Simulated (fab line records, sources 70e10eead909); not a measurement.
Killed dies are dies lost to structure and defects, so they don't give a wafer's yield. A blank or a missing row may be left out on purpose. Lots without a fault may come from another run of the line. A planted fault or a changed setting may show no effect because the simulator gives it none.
fab line records | flow nand_harc
record lots=11 wafers=33 last_day=24
route steps=1159 shown A_CONTACT@881 END@1159
lots that met no fault: from a run of the same line without faults
start_h: hours from the record's first day to the start of the lot's first wafer shown | wait_h: hours since the lot's step before | " the same as in the row above | L1.1+2: a row that stands for several wafers | - no value, or no start given | * or withheld: withheld | < > ~ a bound
route shown NAME@n: a module of which the file shows steps, and the number in the route of the first | usual: mean/standard deviation of fault-free wafers | same: alike in all rows | chamber/n: place in a boat | sites: the reading at each site | _std_site: their standard deviation | _edge_site: outer sites' mean less inner sites' | radius_mm: how far each site lies from the wafer's centre | mask NAME#n: copy n | behind: the tool/chamber that last shaped the wafer | hold: why the lot was held/for how many hours/how that ended | device: the transistor (n, p or np) that didn't switch | end of line: the same wafers' tests at the end of the route | a step without rows: its recipe alone | killed: dies lost to structure and defects at the first sort, not the wafer's yield | map: a wafer's dies, x killed, . not, _ none there
set.NAME: the setting as run; set.NAME@STEP: as run at that earlier step | model.NAME: the simulator's own value behind a step, which no gauge read
steps of the route over a sample of lots; a table a step, a row a wafer
services: from which hour (start_h, from the record's first day; less than 0 if before it) a tool's chamber was out of use, for how many hours, and why
## steps
# step NHARC_A_CONTACT_ETCH_102
# recipe target_depth_a=700 overetch_a=70 time_s=38.5 ion_energy_ev=100 cf4_flow_sccm=80 o2_flow_sccm=20 ar_flow_sccm=0 rf_w=300 bias_w=100 chemistry=CF4/O2
# usual bias_w=100.0/0.32 cf4_flow_sccm=80.00/0.24 drypump_motor_current_A=5.8/0.49 oes_f_703_au=1.000/0.0046 oes_product_au=1.001/0.0097 rf_vpp_V=198.2/1.3 showerhead_plenum_p_Torr=1.35/0.048 throttle_valve_pct=13.398/0.0087
# columns lot.wafer tool chamber start_h wait_h bias_w cf4_flow_sccm drypump_motor_current_A oes_f_703_au oes_product_au rf_hours_counter_h rf_vpp_V showerhead_plenum_p_Torr throttle_valve_pct
L432.1 rie_diel-07 3 371.19 0.1 99.7 80.10 5.1 1.003 1.000 26 198.8 1.42 13.384
L432.3 " 1 " " 100.8 80.05 6.1 0.995 0.997 27 199.2 1.37 13.407
L432.6 " 0 " " 99.4 79.91 6.0 1.005 0.995 - 198.6 1.32 13.391
L436.1 rie_diel-05 2 382.42 0.1 100.3 79.69 5.5 0.997 0.995 11 198.2 1.35 13.390
L436.6 " 0 " " 100.1 80.11 5.6 1.008 0.998 - 195.6 1.27 13.390
L436.4 " 2 " " 99.8 79.93 5.5 1.003 0.986 - 198.8 1.35 13.400
L433.3 rie_diel-07 1 382.78 0.1 99.9 80.42 6.1 0.998 0.997 30 198.4 1.37 13.388
L433.6 " 0 " " 100.4 79.90 6.0 0.998 0.993 - 198.6 1.32 13.390
L433.5 " 1 " " 99.7 80.68 6.1 1.000 0.995 - 197.9 1.37 13.400
L434.2 rie_diel-07 3 387.99 0.1 100.5 80.16 5.0 0.998 1.007 28 199.4 1.42 13.376
L434.4 " 2 " " 99.7 80.03 6.8 1.002 1.019 29 197.8 1.39 13.397
L434.5 " 3 " " 100.3 80.00 5.0 1.001 1.000 - 200.7 1.42 13.406
L435.2 rie_diel-07 1 394.59 0.1 100.1 79.82 6.1 1.004 0.982 33 198.1 1.37 13.398
L435.4 " 3 " " 100.5 79.99 5.0 1.004 1.007 31 199.0 1.42 13.385
L435.6 " 1 " " 99.9 79.65 6.1 0.998 0.990 - 198.1 1.37 13.389
L446.4 rie_diel-05 2 460.65 0.1 100.2 80.01 5.5 1.007 0.988 43 198.6 1.34 13.407
L446.1 " 3 " " 100.4 80.24 5.5 0.996 1.016 38 198.9 1.37 13.400
L446.6 " 3 " " 99.7 80.13 5.5 1.002 1.012 - 197.7 1.37 13.391
L444.1 rie_diel-05 0 465.00 0.1 99.8 80.28 5.6 0.998 1.001 43 194.6 1.27 13.394
L444.3 " 1 " " 100.1 80.11 5.7 1.003 0.992 41 196.5 1.35 13.392
L444.2 " 3 " " 99.7 79.95 5.5 1.003 1.008 39 197.9 1.37 13.392
L447.4 rie_diel-07 0 466.89 0.1 99.5 79.96 6.0 0.998 1.015 9 197.1 1.32 13.391
L447.3 " 2 " " 99.9 80.00 6.8 0.999 1.008 11 197.7 1.39 13.392
L447.6 " 3 " " 99.6 79.60 5.0 0.999 1.001 - 198.7 1.42 13.391
L451.1 rie_diel-07 1 491.06 0.1 99.8 79.83 6.1 1.006 0.993 16 197.7 1.37 13.403
L451.2 " 2 " " 100.6 79.98 6.7 0.999 1.007 17 198.6 1.39 13.384
L451.5 " 3 " " 99.6 80.26 5.0 1.007 1.005 - 199.1 1.42 13.380
L454.3 rie_diel-07 1 505.75 0.1 99.7 80.00 6.1 1.004 0.991 18 198.8 1.37 13.393
L454.1 " 2 " " 99.9 79.85 6.7 1.010 0.997 19 200.2 1.39 13.411
L454.5 " 2 " " 100.0 80.20 6.7 1.003 1.008 - 197.5 1.39 13.400
L455.1 rie_diel-05 1 510.35 0.1 99.7 79.76 5.7 1.002 1.014 60 197.7 1.35 13.397
L455.5 " 3 " " 99.8 79.88 5.5 1.002 1.015 - 198.1 1.37 13.389
L455.6 " 0 " " 101.1 80.53 5.6 1.005 1.013 - 195.2 1.26 13.408
# step NHARC_A_CONTACT_DEP_58
# recipe target_thk_a=600 target_thk_nm=60 temp_c=400 pressure_torr=3.5 flow_sccm=200 rf_w=350 material=SiON
# usual heater_power_w=731/74
# columns lot.wafer tool chamber start_h wait_h heater_power_w
L432.1 pecvd-03 0 374.15 1.5 767
L432.3 " 1 " " 725
L432.6 " 2 " " 617
L436.1 pecvd-03 1 385.15 1.7 627
L436.4 " 2 " " 651
L436.6 " 1 " " 625
L433.3 pecvd-01 0 385.20 0.9 793
L433.6 " 2 " " 781
L433.5 " 1 " " 837
L434.2 pecvd-02 1 390.71 1.5 814
L434.5 " 2 " " 874
L434.4 " 0 " " 726
L435.2 pecvd-03 1 396.99 1.2 715
L435.4 " 1 " " 693
L435.6 " 0 " " 800
L446.1 pecvd-02 1 463.08 1.5 816
L446.6 " 1 " " 812
L446.4 " 2 " " 820
L444.3 pecvd-03 0 467.46 0.9 822
L444.1 " 1 " " 718
L444.2 " 2 " " 620
L447.3 pecvd-02 1 469.32 0.9 712
L447.6 " 0 " " 729
L447.4 " 1 " " 709
L451.2 pecvd-01 0 495.52 1.2 771
L451.1 " 2 " " 833
L451.5 " 1 " " 687
L454.3 pecvd-02 1 508.26 0.9 713
L454.1 " 2 " " 851
L454.5 " 1 " " 716
L455.1 pecvd-03 0 515.01 1.5 673
L455.6 " 2 " " 577
L455.5 " 0 " " 685
# step NHARC_A_CONTACT_ETCH_75
# recipe target_depth_a=390 over_etch_frac=0.3 time_s=65 ion_energy_ev=80 cf4_flow_sccm=150 ar_flow_sccm=0 rf_w=300 bias_w=100 chemistry=CF4
# usual bias_w=100.02/0.29 cf4_flow_sccm=150.0/0.46 drypump_motor_current_A=5.9/0.5 oes_product_au=1.001/0.01 rf_vpp_V=151.4/1.2 showerhead_plenum_p_Torr=1.78/0.065 throttle_valve_pct=13.282/0.0091
# columns lot.wafer tool chamber start_h wait_h bias_w cf4_flow_sccm drypump_motor_current_A oes_product_au rf_hours_counter_h rf_vpp_V showerhead_plenum_p_Torr throttle_valve_pct
L432.1 rie_diel-07 3 375.07 0.1 100.20 149.1 5.0 1.014 26 153.5 1.88 13.283
L432.3 " 0 " " 99.87 149.4 6.0 0.988 28 150.6 1.75 13.287
L432.6 " 2 " " 99.52 150.0 6.7 1.025 - 153.5 1.84 13.290
L436.1 rie_diel-05 0 386.12 0.1 99.92 149.5 5.6 1.001 12 149.8 1.69 13.273
L436.4 " 1 " " 99.54 150.2 5.7 0.992 - 152.2 1.80 13.270
L436.6 " 0 " " 99.50 149.9 5.6 1.006 - 148.8 1.69 13.295
L433.3 rie_diel-05 0 386.51 0.3 99.51 149.3 5.6 1.009 13 150.7 1.69 13.277
L433.5 " 2 " " 99.93 150.3 5.5 0.996 - 153.2 1.78 13.285
L433.6 " 1 " " 100.09 150.1 5.7 0.995 - 151.2 1.80 13.289
L434.2 rie_diel-11 2 391.80 0.1 99.74 149.6 6.0 1.009 5 148.4 1.68 13.287
L434.4 " 3 " " 99.84 150.3 5.4 1.005 4 152.0 1.83 13.298
L434.5 " 1 " " 100.02 151.0 5.6 0.999 - 149.7 1.66 13.275
L435.4 rie_diel-11 1 397.86 0.1 99.78 150.8 5.6 0.996 10 150.0 1.66 13.274
L435.2 " 2 " " 100.30 148.9 6.0 1.002 9 150.0 1.68 13.277
L435.6 " 1 " " 99.53 150.4 5.6 1.012 - 149.4 1.66 13.285
L446.1 rie_diel-07 1 464.08 0.1 99.77 149.6 6.1 0.985 9 152.8 1.81 13.305
L446.4 " 3 " " 100.03 149.6 5.0 1.004 6 152.8 1.87 13.278
L446.6 " 1 " " 100.51 150.5 6.1 0.995 - 151.8 1.81 13.286
L444.3 rie_diel-07 0 468.45 0.1 99.79 150.4 6.0 1.002 9 149.9 1.75 13.278
L444.2 " 1 " " 99.92 150.2 6.1 0.988 10 151.8 1.81 13.280
L444.1 " 2 " " 100.30 149.5 6.8 1.008 12 151.9 1.83 13.283
L447.4 rie_diel-07 1 470.28 0.1 100.28 149.6 6.1 0.979 11 152.1 1.81 13.291
L447.3 " 3 " " 99.79 149.6 5.0 0.989 8 153.5 1.87 13.277
L447.6 " 2 " " 100.18 149.7 6.8 0.990 - 152.6 1.83 13.260
L451.2 rie_diel-07 0 496.52 0.1 - - - - - - - -
L451.1 " 1 " " - - - - - - - -
L451.5 " 3 " " - - - - - - - -
L454.1 rie_diel-07 0 509.26 0.1 - - - - - - - -
L454.3 " 2 " " - - - - - - - -
L454.5 " 3 " " - - - - - - - -
L455.1 rie_diel-07 0 515.98 0.1 - - - - - - - -
L455.6 " 0 " " - - - - - - - -
L455.5 " 1 " " - - - - - - - -
# step NHARC_A_CONTACT_ETCH_124
# recipe source_w=withheld pressure_mtorr=20 bias_v=withheld time_s=140 target_depth_a=7000 ar_flow_sccm=withheld c4f8_flow_sccm=withheld o2_flow_sccm=withheld chemistry=C4F8/O2/Ar
# usual chamber_pressure_mTorr=20.000/0.018 oes_air_line_au=1.006/0.02
# columns lot.wafer tool chamber start_h wait_h chamber_pressure_mTorr oes_air_line_au rf_hours_counter_h
L432.1 har_cap_etch-02 0 376.34 - 20.019 0.986 8
L432.3 " 0 " " 20.001 0.980 -
L432.6 " 0 " " 19.966 1.014 -
L436.1 har_cap_etch-01 0 387.64 - 19.980 1.003 54
L436.4 " 1 " " 20.014 1.012 -
L436.6 " 0 " " 19.997 0.998 -
L433.3 har_cap_etch-03 1 388.16 - 20.003 1.013 -
L433.6 " 1 " " 19.961 0.994 -
L433.5 " 0 " " 19.980 0.999 -
L434.2 har_cap_etch-03 0 392.94 - 19.993 0.956 89
L434.4 " 0 " " 20.029 0.962 -
L434.5 " 1 " " 20.018 1.020 -
L435.2 har_cap_etch-01 0 398.90 - 20.021 1.014 57
L435.4 " 0 " " 19.979 1.010 -
L435.6 " 1 " " 19.986 1.029 -
L446.1 har_cap_etch-03 1 465.14 - 20.010 1.019 100
L446.4 " 1 " " 20.017 1.022 -
L446.6 " 0 " " 19.981 1.018 -
L444.1 har_cap_etch-02 0 469.49 - 19.998 1.010 23
L444.2 " 1 " " 19.990 1.012 23
L444.3 " 0 " " 19.983 1.015 -
L447.4 har_cap_etch-03 0 471.39 - 19.985 0.999 -
L447.3 " 1 " " 20.007 1.025 -
L447.6 " 0 " " 20.009 1.049 -
L451.1 har_cap_etch-01 0 497.71 - 20.013 0.998 74
L451.2 " 1 " " 19.974 1.049 74
L451.5 " 1 " " 19.965 1.001 -
L454.1 har_cap_etch-02 1 510.32 - 19.984 0.992 32
L454.3 " 1 " " 19.978 1.025 -
L454.5 " 0 " " 19.994 0.996 -
L455.1 har_cap_etch-03 1 517.05 - 19.994 1.007 110
L455.5 " 0 " " 20.004 1.002 -
L455.6 " 1 " " 20.012 0.998 -
# step NHARC_END_SORT_01
# recipe temp_c=25
# usual killed_at_array=29/11 killed_at_other=0.7/1.1 killed_at_periphery=3.1/2 killed_dies=33/11 killed_open=3.5/1.8 killed_short=2.0/1.4
# same gross_dies=677
# columns lot.wafer tool chamber start_h wait_h hold killed_at_array killed_at_other killed_at_periphery killed_dies killed_open killed_short
L432.1 prober-01 0 464.72 2.5 - 19 0 4 23 4 0
L432.3 prober-01 0 466.31 3.1 - 20 0 3 23 4 1
L432.6 prober-01 0 468.70 4.0 - 21 0 5 26 5 0
L436.1 prober-01 0 472.49 2.5 - 33 0 0 33 1 0
L436.4 prober-01 0 474.85 3.4 - 38 0 1 39 5 0
L436.6 prober-01 0 476.43 3.9 - 34 0 4 38 5 4
L433.3 prober-02 0 477.79 3.1 - 25 0 2 27 3 1
L433.5 prober-02 0 479.40 3.7 - 20 0 2 22 5 1
L433.6 prober-02 0 480.21 4.0 - 17 0 3 20 1 3
L434.2 prober-02 0 484.81 2.8 - 34 0 4 38 6 3
L434.4 prober-02 0 486.43 3.4 - 41 0 2 43 4 3
L434.5 prober-02 0 487.24 3.7 - 39 1 1 41 2 2
L435.2 prober-02 0 492.61 2.8 - 9 0 1 10 0 2
L435.4 prober-02 0 494.21 3.4 - 17 0 3 20 3 6
L435.6 prober-02 0 495.81 4.0 - 18 0 4 22 5 0
L446.1 prober-01 0 528.44 2.5 - 39 3 0 42 4 2
L446.4 prober-01 0 530.86 3.4 - 41 3 2 46 3 2
L446.6 prober-01 0 532.47 4.0 - 37 2 2 41 8 2
L444.1 prober-02 0 538.81 2.5 - 33 5 2 40 7 0
L444.2 prober-02 0 539.61 2.8 - 39 0 4 43 4 3
L444.3 prober-02 0 540.41 3.1 - 34 3 2 39 2 2
L447.3 prober-01 0 540.39 3.1 - 34 0 3 37 2 3
L447.4 prober-01 0 541.20 3.4 - 32 0 2 34 5 3
L447.6 prober-01 0 542.81 4.0 - 23 0 2 25 4 1
L451.1 prober-02 0 569.31 2.5 await_dispo/1.8h/scrap 673 1 3 677 6 2
L451.2 prober-02 0 570.11 2.8 await_dispo/1.8h/scrap 674 1 2 677 3 1
L451.5 prober-02 0 572.53 3.7 await_dispo/1.8h/scrap 673 1 3 677 2 4
L454.1 prober-01 0 570.08 2.5 await_dispo/6.5h/scrap 673 0 4 677 2 2
L454.3 prober-01 0 571.69 3.1 await_dispo/6.5h/scrap 673 0 4 677 2 3
L454.5 prober-01 0 573.31 3.7 await_dispo/6.5h/scrap 676 0 1 677 0 5
L455.1 prober-02 0 578.86 2.5 await_dispo/3.6h/scrap 677 0 0 677 2 2
L455.5 prober-02 0 582.02 3.7 await_dispo/3.6h/scrap 676 0 1 677 2 0
L455.6 prober-02 0 582.81 3.9 await_dispo/3.6h/scrap 677 0 0 677 3 0
# killed by level:class
L432.1 A_CHANNEL_HOLE_D1:chamber_film_flake=10 A_SLIT:chamber_film_flake=3 A_CONTACT:geometric_particle:open=2 A_CONTACT:chamber_film_flake=2 P_CONTACT:geometric_particle:open=1 A_M1:geometric_particle:open=1 P_ZERO_WELL:chamber_film_flake=1 P_CONTACT:chamber_film_flake=1
L432.3 A_CHANNEL_HOLE_D1:chamber_film_flake=8 A_WL_FILL:geometric_particle:open=2 A_M0:geometric_particle:open=2 P_BONDPAD:chamber_film_flake=2 A_SLIT:chamber_film_flake=2 A_STAIRCASE:chamber_film_flake=2 A_WL_FILL:geometric_particle:short=1 P_ZERO_WELL:chamber_film_flake=1
L432.6 A_CHANNEL_HOLE_D1:chamber_film_flake=10 A_SLIT:chamber_film_flake=3 P_M0:geometric_particle:open=2 A_CONTACT:geometric_particle:open=2 A_M1:chamber_film_flake=2 P_M2:geometric_particle:open=1 P_M2:chamber_film_flake=1 P_BONDPAD:chamber_film_flake=1
L436.1 A_CHANNEL_HOLE_D1:chamber_film_flake=17 A_SLIT:chamber_film_flake=11 A_CONTACT:chamber_film_flake=2 A_M0:geometric_particle:open=1 A_CHANNEL_FILL_D1:chamber_film_flake=1 A_BONDPAD:chamber_film_flake=1
L436.4 A_CHANNEL_HOLE_D1:chamber_film_flake=21 A_SLIT:chamber_film_flake=6 A_CONTACT:geometric_particle:open=4 A_CHANNEL_FILL_D1:chamber_film_flake=3 A_CONTACT:chamber_film_flake=2 P_CONTACT:geometric_particle:open=1 A_STAIRCASE:chamber_film_flake=1 A_BONDPAD:chamber_film_flake=1
L436.6 A_SLIT:chamber_film_flake=14 A_CHANNEL_HOLE_D1:chamber_film_flake=4 A_STAIRCASE:chamber_film_flake=4 A_CONTACT:chamber_film_flake=3 P_CONTACT:geometric_particle:open=2 A_BONDPAD:chamber_film_flake=2 P_M0:geometric_particle:open=1 P_M2:geometric_particle:open=1
L433.3 A_SLIT:chamber_film_flake=12 A_CONTACT:chamber_film_flake=6 A_CHANNEL_HOLE_D1:chamber_film_flake=2 P_M0:geometric_particle:short=1 A_WL_FILL:geometric_particle:open=1 A_BLC:geometric_particle:open=1 A_M0:geometric_particle:open=1 P_ZERO_WELL:chamber_film_flake=1
L433.5 A_SLIT:chamber_film_flake=6 A_CHANNEL_HOLE_D1:chamber_film_flake=4 A_WL_FILL:geometric_particle:open=2 A_CONTACT:geometric_particle:open=2 A_STAIRCASE:chamber_film_flake=2 A_CONTACT:chamber_film_flake=2 P_M0:geometric_particle:open=1 A_WL_FILL:geometric_particle:short=1
L433.6 A_SLIT:chamber_film_flake=8 A_CONTACT:chamber_film_flake=5 P_CONTACT:geometric_particle:open=1 P_M0:geometric_particle:short=1 A_SGD_CUT:geometric_particle:short=1 A_WL_FILL:geometric_particle:short=1 P_ZERO_WELL:chamber_film_flake=1 A_CHANNEL_HOLE_D1:chamber_film_flake=1
L434.2 A_CHANNEL_HOLE_D1:chamber_film_flake=16 A_SLIT:chamber_film_flake=9 P_CONTACT:geometric_particle:open=2 A_CONTACT:geometric_particle:open=2 P_STI:geometric_particle:short=1 A_CHANNEL_HOLE_D1:geometric_particle:short=1 A_CHANNEL_HOLE_D1:geometric_particle:open=1 A_WL_FILL:geometric_particle:short=1
L434.4 A_CHANNEL_HOLE_D1:chamber_film_flake=16 A_SLIT:chamber_film_flake=13 A_CONTACT:chamber_film_flake=4 A_WL_FILL:geometric_particle:short=2 A_CONTACT:geometric_particle:open=2 A_SOURCE_PLATE:geometric_particle:open=1 A_CHANNEL_HOLE_D1:geometric_particle:open=1 A_SLIT:geometric_particle:short=1
L434.5 A_SLIT:chamber_film_flake=16 A_CHANNEL_HOLE_D1:chamber_film_flake=12 A_CONTACT:chamber_film_flake=4 A_BONDPAD:chamber_film_flake=2 A_ONON_D1:geometric_particle:open=1 A_CHANNEL_FILL_D1:geometric_particle:short=1 A_SGD_CUT:geometric_particle:short=1 A_WL_FILL:chamber_film_flake=1
L435.2 A_STAIRCASE:chamber_film_flake=3 A_CHANNEL_HOLE_D1:chamber_film_flake=2 A_SOURCE_PLATE:geometric_particle:short=1 A_CHANNEL_FILL_D1:geometric_particle:short=1 P_STI:chamber_film_flake=1 A_SLIT:chamber_film_flake=1 A_CONTACT:chamber_film_flake=1
L435.4 A_CHANNEL_HOLE_D1:chamber_film_flake=4 P_STI:chamber_film_flake=2 A_STAIRCASE:chamber_film_flake=2 A_CONTACT:chamber_film_flake=2 P_CONTACT:geometric_particle:short=1 A_ONON_D1:geometric_particle:short=1 A_ONON_D1:geometric_particle:open=1 A_CHANNEL_FILL_D1:geometric_particle:short=1
L435.6 A_CHANNEL_HOLE_D1:chamber_film_flake=7 A_STAIRCASE:chamber_film_flake=4 P_STI:chamber_film_flake=3 A_M0:geometric_particle:open=2 A_CONTACT:chamber_film_flake=2 P_STI:geometric_particle:open=1 A_CHANNEL_HOLE_D1:geometric_particle:open=1 A_CONTACT:geometric_particle:open=1
L446.1 A_CHANNEL_HOLE_D1:chamber_film_flake=20 A_STAIRCASE:chamber_film_flake=8 A_CONTACT:chamber_film_flake=3 THIN_TSV:chamber_film_flake=3 A_ZERO_WELL:chamber_film_flake=2 A_SOURCE_PLATE:geometric_particle:short=1 A_ONON_D1:geometric_particle:short=1 A_ONON_D1:geometric_particle:open=1
L446.4 A_CHANNEL_HOLE_D1:chamber_film_flake=25 A_STAIRCASE:chamber_film_flake=7 A_CONTACT:chamber_film_flake=4 THIN_TSV:chamber_film_flake=3 P_M0:geometric_particle:open=1 A_SOURCE_PLATE:geometric_particle:short=1 A_CHANNEL_FILL_D1:geometric_particle:short=1 A_WL_FILL:geometric_particle:open=1
L446.6 A_CHANNEL_HOLE_D1:chamber_film_flake=18 A_CONTACT:chamber_film_flake=6 A_STAIRCASE:chamber_film_flake=5 A_CONTACT:geometric_particle:open=3 P_CONTACT:geometric_particle:open=2 A_SOURCE_PLATE:geometric_particle:short=1 A_CHANNEL_HOLE_D1:geometric_particle:open=1 A_CHANNEL_HOLE_D1:geometric_particle:short=1
L444.1 A_CHANNEL_HOLE_D1:chamber_film_flake=18 A_STAIRCASE:chamber_film_flake=6 THIN_TSV:chamber_film_flake=5 A_CHANNEL_FILL_D1:geometric_particle:open=2 A_WL_FILL:chamber_film_flake=2 P_CONTACT:geometric_particle:open=1 A_CHANNEL_HOLE_D1:geometric_particle:open=1 A_BLC:geometric_particle:open=1
L444.2 A_CHANNEL_HOLE_D1:chamber_film_flake=28 A_STAIRCASE:chamber_film_flake=3 A_CONTACT:chamber_film_flake=3 P_GATE:geometric_particle:open=1 P_CONTACT:geometric_particle:short=1 P_CONTACT:geometric_particle:open=1 A_ONON_D1:geometric_particle:short=1 A_CONTACT:geometric_particle:open=1
L447.3 A_SLIT:chamber_film_flake=16 A_CONTACT:chamber_film_flake=10 A_STAIRCASE:chamber_film_flake=4 P_M0:geometric_particle:open=2 A_SOURCE_PLATE:geometric_particle:short=1 A_CHANNEL_HOLE_D1:geometric_particle:short=1 A_CHANNEL_FILL_D1:geometric_particle:short=1 P_GATE:chamber_film_flake=1
L444.3 A_CHANNEL_HOLE_D1:chamber_film_flake=19 A_STAIRCASE:chamber_film_flake=5 A_CONTACT:chamber_film_flake=3 THIN_TSV:chamber_film_flake=3 A_CHANNEL_FILL_D1:chamber_film_flake=2 A_WL_FILL:chamber_film_flake=2 P_M0:geometric_particle:open=1 A_ONON_D1:geometric_particle:short=1
L447.4 A_SLIT:chamber_film_flake=12 A_STAIRCASE:chamber_film_flake=6 A_CHANNEL_HOLE_D1:chamber_film_flake=5 A_CONTACT:chamber_film_flake=3 A_ONON_D1:geometric_particle:short=2 P_GATE:geometric_particle:open=1 P_M1:geometric_particle:open=1 A_CHANNEL_FILL_D1:geometric_particle:short=1
L447.6 A_SLIT:chamber_film_flake=11 A_CHANNEL_HOLE_D1:chamber_film_flake=5 A_CONTACT:chamber_film_flake=3 P_CONTACT:geometric_particle:open=1 P_M0:geometric_particle:open=1 A_CONTACT:geometric_particle:open=1 A_BLC:geometric_particle:short=1 A_M0:geometric_particle:open=1
L451.1 A_CONTACT:area_etch=640 A_SLIT:chamber_film_flake=13 A_CHANNEL_HOLE_D1:chamber_film_flake=8 A_CONTACT:geometric_particle:open=2 A_M0:geometric_particle:open=2 A_ZERO_WELL:chamber_film_flake=2 A_CONTACT:chamber_film_flake=2 P_M0:geometric_particle:open=1
L454.1 A_CONTACT:area_etch=658 A_CHANNEL_HOLE_D1:chamber_film_flake=6 P_ZERO_WELL:chamber_film_flake=2 A_STAIRCASE:chamber_film_flake=2 A_WL_FILL:chamber_film_flake=2 A_CONTACT:chamber_film_flake=2 P_CONTACT:geometric_particle:short=1 P_M0:geometric_particle:open=1
L451.2 A_CONTACT:area_etch=642 A_SLIT:chamber_film_flake=18 A_CHANNEL_HOLE_D1:chamber_film_flake=8 A_CONTACT:chamber_film_flake=2 P_M0:geometric_particle:open=1 A_ONON_D1:geometric_particle:open=1 A_CONTACT:geometric_particle:short=1 P_STI:chamber_film_flake=1
L454.3 A_CONTACT:area_etch=650 A_CHANNEL_HOLE_D1:chamber_film_flake=9 A_CONTACT:chamber_film_flake=4 P_ZERO_WELL:chamber_film_flake=3 A_ZERO_WELL:chamber_film_flake=2 A_STAIRCASE:chamber_film_flake=2 P_GATE:geometric_particle:short=1 A_SGD_CUT:geometric_particle:short=1
L451.5 A_CONTACT:area_etch=625 A_SLIT:chamber_film_flake=22 A_CHANNEL_HOLE_D1:chamber_film_flake=10 A_ZERO_WELL:chamber_film_flake=5 P_M1:chamber_film_flake=2 A_WL_FILL:chamber_film_flake=2 A_CONTACT:chamber_film_flake=2 A_ONON_D1:geometric_particle:short=1
L454.5 A_CONTACT:area_etch=653 A_CHANNEL_HOLE_D1:chamber_film_flake=9 A_CONTACT:chamber_film_flake=5 A_STAIRCASE:chamber_film_flake=4 A_WL_FILL:geometric_particle:short=2 A_SOURCE_PLATE:geometric_particle:short=1 A_ONON_D1:geometric_particle:short=1 A_CHANNEL_FILL_D1:geometric_particle:short=1
L455.1 A_CONTACT:area_etch=652 A_CHANNEL_HOLE_D1:chamber_film_flake=14 A_CONTACT:chamber_film_flake=5 A_ONON_D1:geometric_particle:short=2 A_SOURCE_PLATE:geometric_particle:open=1 A_ONON_D1:geometric_particle:open=1 A_CHANNEL_FILL_D1:chamber_film_flake=1 A_SGD_CUT:chamber_film_flake=1
L455.5 A_CONTACT:area_etch=653 A_CHANNEL_HOLE_D1:chamber_film_flake=11 A_CONTACT:chamber_film_flake=5 A_WL_FILL:chamber_film_flake=2 A_CHANNEL_FILL_D1:geometric_particle:open=1 A_M0:geometric_particle:open=1 P_STI:chamber_film_flake=1 A_ZERO_WELL:chamber_film_flake=1
L455.6 A_CONTACT:area_etch=653 A_CHANNEL_HOLE_D1:chamber_film_flake=11 A_CONTACT:chamber_film_flake=6 A_CHANNEL_FILL_D1:chamber_film_flake=2 A_WL_FILL:chamber_film_flake=2 A_ONON_D1:geometric_particle:open=1 A_CHANNEL_FILL_D1:geometric_particle:open=1 A_CONTACT:geometric_particle:open=1
## services
# columns tool chamber start_h hours kind
rie_diel-05 - 352.65 0.9 repair
rie_diel-07 0 360.33 - clean
rie_diel-07 1 360.33 - clean
rie_diel-07 2 360.33 - clean
rie_diel-07 3 360.33 - clean
rie_diel-11 - 367.18 9.0 pm
har_cap_etch-02 - 368.54 2.2 repair
pecvd-02 - 380.20 1.2 repair
rie_diel-05 3 381.74 12.5 repair
rie_diel-07 0 384.89 - clean
rie_diel-07 1 384.89 - clean
rie_diel-07 2 384.89 - clean
rie_diel-07 3 384.89 - clean
rie_diel-07 - 405.62 9.0 pm
pecvd-01 - 418.13 13.0 pm
rie_diel-05 1 423.83 4.1 repair
rie_diel-11 1 427.98 3.9 repair
rie_diel-07 3 440.93 18.8 repair
pecvd-01 - 451.43 0.3 repair
rie_diel-11 0 458.10 3.9 repair
pecvd-03 - 473.22 13.0 pm
rie_diel-11 - 479.81 0.3 repair
pecvd-01 0 499.95 3.5 repair
pecvd-02 - 515.56 13.0 pm
## key
first_sign step=NHARC_A_CONTACT_ETCH_75 reading=tool_record direction=missing
effect step=NHARC_END_SORT_01 reading=killed_dies direction=up sigmas=61 usual=33 struck=677
more_kills_born_at NHARC_A_CONTACT_ETCH_75@rie_diel-07=5826
met_at NHARC_A_CONTACT_ETCH_75
struck_lots L451,L454,L455
later_rows_left_out L451.1,L451.2,L451.5,L454.1,L454.3,L454.5,L455.1,L455.5,L455.6
tester_left_out L451,L454,L455
not_acting_at NHARC_A_CONTACT_ETCH_102,NHARC_A_CONTACT_DEP_58,NHARC_A_CONTACT_ETCH_124
onset_between 470.28 496.52
fault kind=skipped_step_whole tool=rie_diel-07 chamber=- onset_h=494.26 steps=NHARC_A_CONTACT_ETCH_75 scope=struck_lots_only
# tester_left_out: of these lots the tester's yield and bins aren't shown, on N5 and GAA mostly nor the transistor test; their killed dies are dies lost to structure and defects alone, not to doping, threshold or leakage, so they don't give the yield
# later_rows_left_out: the simulator's readings of these wafers behind a module that went badly wrong aren't trusted and aren't shown, but for the sort
